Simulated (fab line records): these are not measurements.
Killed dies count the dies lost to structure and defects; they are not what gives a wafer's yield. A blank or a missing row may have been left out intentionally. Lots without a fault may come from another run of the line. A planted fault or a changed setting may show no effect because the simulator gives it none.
Matching of chambers | flow n5Finfet | rieSi-04 running N5_FIN_SAQP_ETCH_65: 4 sister chambers
The step etches SiO2 in CF4, target depth 4 nm, time 4.4 s. 8 wafers are shown with their chamber, then 12 later ones without.

EACH WAFER AND ITS CHAMBER
wafer  | chamber | throttleValvePct (%) | oesProductAu (a.u.)
L081.3 | 1       | 21.62                | 1.025
L087.5 | 1       | 21.61                | 1.015
L089.1 | 2       | 21.91                | 0.969
L089.4 | 0       | 21.80                | 0.992
L089.6 | 3       | 22.12                | 0.997
L090.1 | 3       | 22.12                | 0.997
L090.3 | 2       | 21.92                | 0.977
L090.4 | 0       | 21.81                | 1.013

WAFERS WHOSE CHAMBER IS MISSING
wafer  | throttleValvePct (%) | oesProductAu (a.u.)
L091.2 | 21.91                | 0.969
L091.3 | 22.12                | 0.998
L091.6 | 21.91                | 0.968
L092.3 | 22.11                | 1.000
L092.5 | 21.90                | 0.965
L092.6 | 22.12                | 0.995
L095.2 | 21.91                | 0.956
L095.4 | 21.43                | 1.013
L095.6 | 21.81                | 0.983
L097.4 | 21.80                | 0.991
L097.5 | 22.13                | 1.002
L097.6 | 21.41                | 1.013

WHICH CHAMBER EACH WENT THROUGH
wafer  | from the rows above | in truth
L091.2 | 2                   | 2
L091.3 | 3                   | 3
L091.6 | 2                   | 2
L092.3 | 3                   | 3
L092.5 | 2                   | 2
L092.6 | 3                   | 3
L095.2 | 2                   | 2
L095.4 | 1                   | 1
L095.6 | 0                   | 0
L097.4 | 0                   | 0
L097.5 | 3                   | 3
L097.6 | 1                   | 1
Placed correctly: 12 of 12. Number that these rows cannot place: 0. Placed wrongly: 0.
How it was worked out, from the rows above alone: a wafer's distance from a chamber is the root of the sum, over the readings, of the square of ((its reading less the chamber's mean) divided by the reading's scatter). The wafer belongs to the nearest chamber; if the next one is less than 2 further off, it can't be placed. A chamber's mean is the mean of its shown wafers. How the scatter is found: for the shown wafers, subtract from each reading the mean of its chamber, square and add these, divide the total by (wafers less chambers), then take the root.
